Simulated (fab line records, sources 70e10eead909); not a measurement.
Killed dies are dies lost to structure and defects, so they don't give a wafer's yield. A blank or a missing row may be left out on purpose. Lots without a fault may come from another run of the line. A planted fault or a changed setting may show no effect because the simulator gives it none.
Which tool did it? | flow nand_harc | 24 lots, 72 wafers sampled, at 6 steps of a route of 1302

WHAT THE GAUGES READ, wafer by wafer
NHARC_P_BONDPAD_CD_MEAS_13. Usual: cd_nm 499.4 nm, standard deviation 2.
lot  | measured     | on        | cd_nm (nm)        | flag
L074 | day 6 19:24  | cd_sem-03 | 500.8 500.1 497.4 |
L075 | day 7 01:31  | cd_sem-02 | 498.3 495.8 495.2 |
L076 | day 7 11:23  | cd_sem-01 | 502.5 497.0 497.9 |
L077 | day 7 21:59  | cd_sem-03 | 500.3 499.3 500.6 |
L079 | day 8 11:08  | cd_sem-03 | 499.1 498.9 498.7 |
L078 | day 8 11:56  | cd_sem-01 | 496.5 499.5 501.1 |
L080 | day 9 10:56  | cd_sem-03 | 497.2 497.6 498.6 |
L081 | day 9 20:04  | cd_sem-02 | 500.6 499.6 501.9 |
L082 | day 9 22:20  | cd_sem-03 | 502.7 500.3 501.9 |
L083 | day 10 11:42 | cd_sem-02 | 497.1 498.3 496.3 |
L084 | day 11 02:43 | cd_sem-03 | 501.6 499.7 501.2 |
L085 | day 11 09:26 | cd_sem-01 | 502.2 499.4 500.5 |
L086 | day 11 22:47 | cd_sem-02 | 497.0 500.2 502.8 |
L088 | day 12 20:12 | cd_sem-03 | 502.9 499.7 501.7 |
L087 | day 12 21:02 | cd_sem-01 | 496.9 501.9 497.0 |
L090 | day 13 15:14 | cd_sem-01 | 500.6 503.5 500.6 |
L089 | day 13 16:07 | cd_sem-03 | 499.8 499.1 501.3 |
L091 | day 13 18:46 | cd_sem-02 | 496.3 498.6 498.6 |
L092 | day 14 01:41 | cd_sem-03 | 501.7 501.8 500.2 |
L093 | day 15 03:23 | cd_sem-03 | 497.9 497.7 498.6 |
L094 | day 15 04:21 | cd_sem-02 | 496.8 498.9 500.1 |
L095 | day 15 09:33 | cd_sem-01 | 500.9 499.7 500.9 |
L096 | day 15 21:23 | cd_sem-03 | 496.9 498.3 499.4 |
L097 | day 16 11:53 | cd_sem-03 | 497.8 497.4 498.9 |

NHARC_A_SOURCE_PLATE_THK_MEAS_06: measures by ellipsometry. Usual: thk_nm 200.1 nm, standard deviation 1.8.
lot  | measured     | on            | thk_nm (nm)       | flag
L074 | day 7 21:43  | film_metro-02 | 202.1 202.1 200.8 |
L075 | day 8 02:37  | film_metro-02 | 198.6 199.9 198.7 |
L076 | day 8 12:31  | film_metro-02 | 202.1 201.4 203.9 |
L077 | day 8 22:20  | film_metro-02 | 201.2 200.5 200.8 |
L079 | day 9 12:46  | film_metro-01 | 201.1 202.6 199.2 |
L078 | day 9 12:46  | film_metro-02 | 201.7 202.9 203.2 |
L080 | day 10 12:53 | film_metro-01 | 203.2 199.4 201.6 |
L081 | day 10 22:01 | film_metro-01 | 199.8 201.3 201.6 |
L082 | day 10 22:01 | film_metro-02 | 197.3 199.6 201.4 |
L083 | day 11 14:08 | film_metro-02 | 199.6 201.3 198.7 |
L084 | day 12 07:33 | film_metro-01 | 199.6 201.0 200.5 |
L085 | day 12 13:18 | film_metro-01 | 197.8 201.6 201.0 |
L086 | day 12 23:41 | film_metro-01 | 201.7 201.8 198.2 |
L088 | day 13 21:04 | film_metro-02 | 198.0 196.8 196.8 |
L087 | day 13 21:04 | film_metro-01 | 200.2 199.7 200.3 |
L090 | day 14 15:53 | film_metro-01 | 197.9 197.9 199.5 |
L089 | day 14 15:53 | film_metro-02 | 201.7 200.3 200.2 |
L091 | day 14 19:29 | film_metro-02 | 201.7 198.0 203.5 |
L092 | day 15 03:34 | film_metro-02 | 198.8 201.5 199.4 |
L093 | day 16 04:14 | film_metro-02 | 197.2 198.3 195.8 |
L094 | day 16 04:14 | film_metro-01 | 199.0 197.1 198.5 |
L095 | day 16 12:46 | film_metro-01 | 198.6 200.2 199.7 |
L096 | day 16 21:55 | film_metro-01 | 197.0 196.3 197.7 |
L097 | day 17 14:35 | film_metro-02 | 199.6 199.2 199.2 |

NHARC_A_CHANNEL_HOLE_D1_OVL_MEAS_11. Usual: overlay_x_nm 0.2 nm, standard deviation 0.7; overlay_y_nm -0.1 nm, standard deviation 0.63.
lot  | measured     | on         | overlay_x_nm (nm) | overlay_y_nm (nm) | flag
L074 | day 8 15:32  | overlay-02 | 0.9 1.8 1.1       | -0.3 0.1 -0.4     |
L075 | day 8 19:16  | overlay-02 | 0.3 0.2 -0.1      | 0.0 -0.6 -0.6     |
L076 | day 9 06:08  | overlay-02 | -0.3 -0.5 0.1     | 0.6 0.3 0.7       |
L077 | day 9 16:53  | overlay-02 | 0.7 1.3 1.4       | 0.7 0.4 0.3       |
L079 | day 10 07:11 | overlay-01 | 0.4 0.3 0.6       | 0.3 0.8 0.5       |
L078 | day 10 07:02 | overlay-02 | -0.1 0.2 0.7      | -0.2 -0.4 -0.5    |
L080 | day 11 05:08 | overlay-02 | -0.1 -0.7 -0.2    | 1.2 1.6 1.1       |
L081 | day 11 19:06 | overlay-02 | 0.9 0.7 1.0       | -0.8 -0.7 -0.4    |
L082 | day 11 17:59 | overlay-01 | 0.1 0.6 0.4       | -1.3 -1.1 -0.8    |
L083 | day 12 09:24 | overlay-02 | 0.4 0.7 0.4       | -0.3 0.0 0.0      |
L084 | day 13 01:37 | overlay-02 | 0.0 0.5 0.4       | -0.1 -0.3 -0.1    |
L085 | day 13 06:08 | overlay-02 | -1.6 -1.0 -1.1    | -1.0 -1.2 -1.1    |
L086 | day 13 19:13 | overlay-01 | -0.2 -0.2 0.0     | -0.2 0.4 -0.2     |
L088 | day 14 16:17 | overlay-01 | -0.7 -0.9 -0.6    | -0.3 -0.3 -0.7    |
L087 | day 14 15:17 | overlay-01 | -0.1 0.1 0.2      | 0.3 0.7 -0.2      |
L090 | day 15 10:10 | overlay-01 | 1.2 0.8 1.3       | -0.8 -0.4 -0.4    |
L089 | day 15 09:26 | overlay-01 | 1.5 1.5 1.7       | -0.8 -0.3 -0.6    |
L091 | day 15 10:37 | overlay-01 | 0.2 0.3 0.1       | -0.3 0.2 0.4      |
L092 | day 15 19:53 | overlay-01 | -1.0 -0.8 -0.6    | 0.3 0.3 0.6       |
L093 | day 17 01:18 | overlay-01 | 0.0 -0.9 -0.1     | 0.0 0.1 -0.1      |
L094 | day 17 03:01 | overlay-01 | 0.3 0.9 0.2       | -0.1 -0.2 -0.5    |
L095 | day 17 06:19 | overlay-01 | -0.4 0.2 0.2      | -0.6 -0.9 -0.5    |
L096 | day 17 14:12 | overlay-01 | -0.2 -0.3 -0.1    | 1.1 1.0 0.8       |
L097 | day 18 07:14 | overlay-01 | 0.6 0.7 0.4       | 0.1 -0.9 -0.5     |

WHICH TOOL RAN EACH LOT (tool, then ch and the chambers of the sampled wafers, then the start)
lot  | NHARC_P_M2_ETCH_35                 | NHARC_P_M2_PVD_20                       | NHARC_P_BONDPAD_ETCH_12
L074 | rie_diel-04 ch 0,2, day 6 14:35    | pvd_sputter-02, day 6 19:24 or earlier  | rie_diel-10 ch 0,1, day 6 19:24 or earlier
L075 | rie_diel-04 ch 0,1,2, day 6 20:40  | pvd_sputter-01, day 7 01:31 or earlier  | rie_diel-10 ch 0,1,3, day 7 01:31 or earlier
L076 | rie_diel-12 ch 0,1,3, day 7 06:40  | pvd_sputter-01, day 7 11:23 or earlier  | rie_diel-05 ch 0,1,3, day 7 11:23 or earlier
L077 | rie_diel-03 ch 0,1,2, day 7 17:02  | pvd_sputter-03, day 7 21:59 or earlier  | rie_diel-06 ch 0,1,2, day 7 21:59 or earlier
L079 | rie_diel-03 ch 0,2,3, day 8 06:18  | pvd_sputter-01, day 8 11:08 or earlier  | rie_diel-05 ch 1,2, day 8 11:08 or earlier
L078 | rie_diel-12 ch 0,1, day 8 07:08    | pvd_sputter-01, day 8 11:56 or earlier  | rie_diel-05 ch 0,1,3, day 8 11:56 or earlier
L080 | rie_diel-12 ch 2,3, day 9 05:51    | pvd_sputter-01, day 9 10:56 or earlier  | rie_diel-10 ch 1,2,3, day 9 10:56 or earlier
L081 | rie_diel-03 ch 0,2,3, day 9 15:19  | pvd_sputter-02, day 9 20:04 or earlier  | rie_diel-05 ch 1,2,3, day 9 20:04 or earlier
L082 | rie_diel-03 ch 0,1, day 9 17:31    | pvd_sputter-02, day 9 22:20 or earlier  | rie_diel-05 ch 1,2, day 9 22:20 or earlier
L083 | rie_diel-03 ch 0,2,3, day 10 06:54 | pvd_sputter-03, day 10 11:42 or earlier | rie_diel-05 ch 2,3, day 10 11:42 or earlier
L084 | rie_diel-12 ch 1,3, day 10 22:05   | pvd_sputter-01, day 11 02:43 or earlier | rie_diel-06 ch 1,2,3, day 11 02:43 or earlier
L085 | rie_diel-03 ch 0,2, day 11 04:41   | pvd_sputter-01, day 11 09:26 or earlier | rie_diel-06 ch 0,1,3, day 11 09:26 or earlier
L086 | rie_diel-12 ch 1,2, day 11 17:59   | pvd_sputter-02, day 11 22:47 or earlier | rie_diel-10 ch 0,2,3, day 11 22:47 or earlier
L088 | rie_diel-12 ch 0,1,3, day 12 15:23 | pvd_sputter-03, day 12 20:12 or earlier | rie_diel-06 ch 0,1,2, day 12 20:12 or earlier
L087 | rie_diel-12 ch 1,2,3, day 12 16:21 | pvd_sputter-01, day 12 21:02 or earlier | rie_diel-10 ch 0,2,3, day 12 21:02 or earlier
L090 | rie_diel-03 ch 1,2,3, day 13 10:24 | pvd_sputter-03, day 13 15:14 or earlier | rie_diel-06 ch 1,2,3, day 13 15:14 or earlier
L089 | rie_diel-04 ch 1,2, day 13 11:19   | pvd_sputter-01, day 13 16:07 or earlier | rie_diel-06 ch 0,3, day 13 16:07 or earlier
L091 | rie_diel-03 ch 0,3, day 13 14:04   | pvd_sputter-03, day 13 18:46 or earlier | rie_diel-10 ch 0,1,3, day 13 18:46 or earlier
L092 | rie_diel-12 ch 2,3, day 13 20:52   | pvd_sputter-02, day 14 01:41 or earlier | rie_diel-10 ch 0,2,3, day 14 01:41 or earlier
L093 | rie_diel-03 ch 0,2, day 14 22:39   | pvd_sputter-01, day 15 03:23 or earlier | rie_diel-06 ch 1,2,3, day 15 03:23 or earlier
L094 | rie_diel-03 ch 0,1,2, day 14 23:11 | pvd_sputter-03, day 15 04:21 or earlier | rie_diel-05 ch 1,2,3, day 15 04:21 or earlier
L095 | rie_diel-03 ch 0,1,2, day 15 04:42 | pvd_sputter-01, day 15 09:33 or earlier | rie_diel-06 ch 0,1,3, day 15 09:33 or earlier
L096 | rie_diel-03 ch 1,2, day 15 16:32   | pvd_sputter-02, day 15 21:23 or earlier | rie_diel-05 ch 0,2, day 15 21:23 or earlier
L097 | rie_diel-03 ch 0,1,3, day 16 07:05 | pvd_sputter-03, day 16 11:53 or earlier | rie_diel-10 ch 0,1,3, day 16 11:53 or earlier
- NHARC_P_M2_ETCH_35: etches the open film in N2/H2, target depth 40 nm, overetch 12 nm, time 43.94 s.
- NHARC_P_M2_PVD_20: deposits TaN, target thk 5 nm, time 8.06 s.
- NHARC_P_BONDPAD_ETCH_12: etches the open film in CHF3/O2, target depth 200 nm, time 100 s.

WHAT THE TOOLS THEMSELVES READ (means of the sampled wafers that have a number; where no wafer has one, the mark that the record gives instead)
NHARC_P_M2_ETCH_35. Usual: bias_w 150.0 W, standard deviation 0.47; drypump_motor_current_A 5.8 A, standard deviation 0.42; oes_product_au 0.997 a.u., standard deviation 0.011; rf_vpp_V 430.4 V, standard deviation 3; showerhead_plenum_p_Torr 2.03 Torr, standard deviation 0.11; throttle_valve_pct 14.171 %, standard deviation 0.01.
lot  | tool        | bias_w (W) | drypump_motor_current_A (A) | oes_product_au (a.u.) | rf_vpp_V (V) | showerhead_plenum_p_Torr (Torr) | throttle_valve_pct (%) | flag
L074 | rie_diel-04 | 150.0      | 5.6                         | 0.982                 | 432.0        | 2.10                            | 14.164                 |
L075 | rie_diel-04 | 150.2      | 5.5                         | 0.985                 | 433.4        | 2.13                            | 14.177                 |
L076 | rie_diel-12 | 150.2      | 6.0                         | 0.998                 | 426.4        | 1.92                            | 14.169                 |
L077 | rie_diel-03 | 150.6      | 6.0                         | 1.001                 | 430.1        | 2.04                            | 14.167                 |
L079 | rie_diel-03 | 150.3      | 5.6                         | 1.005                 | 429.4        | 2.02                            | 14.164                 |
L078 | rie_diel-12 | 149.9      | 6.1                         | 0.997                 | 427.4        | 1.93                            | 14.174                 |
L080 | rie_diel-12 | 149.5      | 5.7                         | 0.992                 | 427.9        | 1.95                            | 14.176                 |
L081 | rie_diel-03 | 149.5      | 5.6                         | 1.000                 | 430.4        | 2.02                            | 14.173                 |
L082 | rie_diel-03 | 150.3      | 6.0                         | 0.992                 | 431.1        | 2.08                            | 14.180                 |
L083 | rie_diel-03 | 150.0      | 5.5                         | 1.001                 | 429.5        | 2.02                            | 14.170                 |
L084 | rie_diel-12 | 150.5      | 6.1                         | 0.983                 | 427.8        | 1.92                            | 14.159                 |
L085 | rie_diel-03 | 149.6      | 5.8                         | 0.988                 | 428.4        | 1.95                            | 14.176                 |
L086 | rie_diel-12 | 149.8      | 5.8                         | 0.984                 | 429.7        | 2.01                            | 14.166                 |
L088 | rie_diel-12 | 149.9      | 6.0                         | 0.996                 | 427.5        | 1.91                            | 14.173                 |
L087 | rie_diel-12 | 149.5      | 5.9                         | 0.984                 | 428.8        | 1.96                            | 14.164                 |
L090 | rie_diel-03 | 150.2      | 5.7                         | 1.007                 | 431.0        | 2.07                            | 14.170                 |
L089 | rie_diel-04 | 150.5      | 5.6                         | 0.981                 | 432.6        | 2.13                            | 14.171                 |
L091 | rie_diel-03 | 150.0      | 5.3                         | 1.013                 | 431.6        | 2.09                            | 14.180                 |
L092 | rie_diel-12 | 150.1      | 5.7                         | 0.995                 | 427.9        | 1.94                            | 14.174                 |
L093 | rie_diel-03 | 150.3      | 5.8                         | 1.005                 | 428.0        | 1.95                            | 14.171                 |
L094 | rie_diel-03 | 150.1      | 6.0                         | 0.997                 | 430.7        | 2.04                            | 14.172                 |
L095 | rie_diel-03 | 149.9      | 6.0                         | 1.004                 | 430.4        | 2.04                            | 14.174                 |
L096 | rie_diel-03 | 149.7      | 5.9                         | 1.004                 | 428.7        | 2.00                            | 14.170                 |
L097 | rie_diel-03 | 150.4      | 5.7                         | 1.002                 | 433.2        | 2.11                            | 14.161                 |

NHARC_P_M2_PVD_20. Usual: throttle_valve_pct 29.6 %, standard deviation 0.75.
lot  | tool           | throttle_valve_pct (%) | flag
L074 | pvd_sputter-02 | 29.9                   |
L075 | pvd_sputter-01 | 29.4                   |
L076 | pvd_sputter-01 | 29.9                   |
L077 | pvd_sputter-03 | 29.8                   |
L079 | pvd_sputter-01 | 30.3                   |
L078 | pvd_sputter-01 | 29.9                   |
L080 | pvd_sputter-01 | 29.5                   |
L081 | pvd_sputter-02 | 30.1                   |
L082 | pvd_sputter-02 | 29.6                   |
L083 | pvd_sputter-03 | 29.5                   |
L084 | pvd_sputter-01 | 30.4                   |
L085 | pvd_sputter-01 | 29.6                   |
L086 | pvd_sputter-02 | 30.2                   |
L088 | pvd_sputter-03 | 29.3                   |
L087 | pvd_sputter-01 | 30.0                   |
L090 | pvd_sputter-03 | 29.2                   |
L089 | pvd_sputter-01 | 29.6                   |
L091 | pvd_sputter-03 | 29.1                   |
L092 | pvd_sputter-02 | 29.3                   |
L093 | pvd_sputter-01 | 30.0                   |
L094 | pvd_sputter-03 | 29.1                   |
L095 | pvd_sputter-01 | 29.4                   |
L096 | pvd_sputter-02 | 28.7                   |
L097 | pvd_sputter-03 | 29.5                   |

NHARC_P_BONDPAD_ETCH_12. Usual: bias_w 200.0 W, standard deviation 0.55; drypump_motor_current_A 6.12 A, standard deviation 0.28; oes_product_au 0.945 a.u., standard deviation 0.026; rf_vpp_V 370.7 V, standard deviation 2.3; showerhead_plenum_p_Torr 2.41 Torr, standard deviation 0.1; throttle_valve_pct 20.573 %, standard deviation 0.0087.
lot  | tool        | bias_w (W) | drypump_motor_current_A (A) | oes_product_au (a.u.) | rf_vpp_V (V) | showerhead_plenum_p_Torr (Torr) | throttle_valve_pct (%) | flag
L074 | rie_diel-10 | 199.8      | 6.11                        | 0.917                 | 369.2        | 2.32                            | 20.579                 |
L075 | rie_diel-10 | 199.7      | 6.13                        | 0.916                 | 370.1        | 2.38                            | 20.568                 |
L076 | rie_diel-05 | 199.7      | 5.85                        | 0.936                 | 370.1        | 2.38                            | 20.564                 |
L077 | rie_diel-06 | 199.8      | 6.44                        | 0.922                 | 371.1        | 2.46                            | 20.573                 |
L079 | rie_diel-05 | 200.0      | 6.00                        | 0.975                 | 369.8        | 2.41                            | 20.575                 |
L078 | rie_diel-05 | 199.7      | 5.85                        | 0.921                 | 370.8        | 2.38                            | 20.579                 |
L080 | rie_diel-10 | 199.9      | 6.07                        | 0.924                 | 370.9        | 2.40                            | 20.571                 |
L081 | rie_diel-05 | 199.6      | 6.05                        | 0.970                 | 369.9        | 2.36                            | 20.573                 |
L082 | rie_diel-05 | 200.6      | 5.89                        | 0.924                 | 370.9        | 2.35                            | 20.571                 |
L083 | rie_diel-05 | 199.7      | 6.20                        | 0.973                 | 371.9        | 2.42                            | 20.569                 |
L084 | rie_diel-06 | 200.3      | 6.27                        | 0.931                 | 369.9        | 2.38                            | 20.573                 |
L085 | rie_diel-06 | 200.0      | 6.20                        | 0.926                 | 371.2        | 2.45                            | 20.563                 |
L086 | rie_diel-10 | 200.4      | 6.14                        | 0.974                 | 371.9        | 2.46                            | 20.583                 |
L088 | rie_diel-06 | 200.0      | 6.44                        | 0.978                 | 372.1        | 2.46                            | 20.568                 |
L087 | rie_diel-10 | 199.4      | 6.10                        | 0.931                 | 371.7        | 2.46                            | 20.573                 |
L090 | rie_diel-06 | 199.8      | 6.27                        | 0.971                 | 369.8        | 2.38                            | 20.586                 |
L089 | rie_diel-06 | 200.2      | 6.28                        | 0.975                 | 371.4        | 2.45                            | 20.574                 |
L091 | rie_diel-10 | 199.8      | 6.13                        | 0.917                 | 369.9        | 2.37                            | 20.574                 |
L092 | rie_diel-10 | 200.4      | 6.13                        | 0.927                 | 372.1        | 2.46                            | 20.577                 |
L093 | rie_diel-06 | 199.9      | 6.27                        | 0.962                 | 369.8        | 2.38                            | 20.568                 |
L094 | rie_diel-05 | 199.9      | 6.08                        | 0.982                 | 370.1        | 2.36                            | 20.585                 |
L095 | rie_diel-06 | 200.0      | 6.20                        | 0.952                 | 372.2        | 2.45                            | 20.574                 |
L096 | rie_diel-05 | 200.0      | 5.95                        | 0.927                 | 372.6        | 2.50                            | 20.567                 |
L097 | rie_diel-10 | 200.4      | 6.12                        | 0.934                 | 370.4        | 2.37                            | 20.576                 |

THE ANSWER, worked out from the rows above alone
Rule: a lot is off if the mean of its wafers that have a number lies more than 3 standard deviations from the usual mean. A lot without any number at a reading at which 4 lots or more have one is off too. The other lots that the step has rows for count as sound. The gauges are gone through in route order, then the tools' own readings, and for those a lot's mean is taken as printed above. The first step at which some lot is off is used, and at that step the reading that is off furthest; a lot without a number counts as furthest.
No lot is off at any reading shown: from this, nothing can be told.

WHAT THE SIMULATOR HAD PUT IN
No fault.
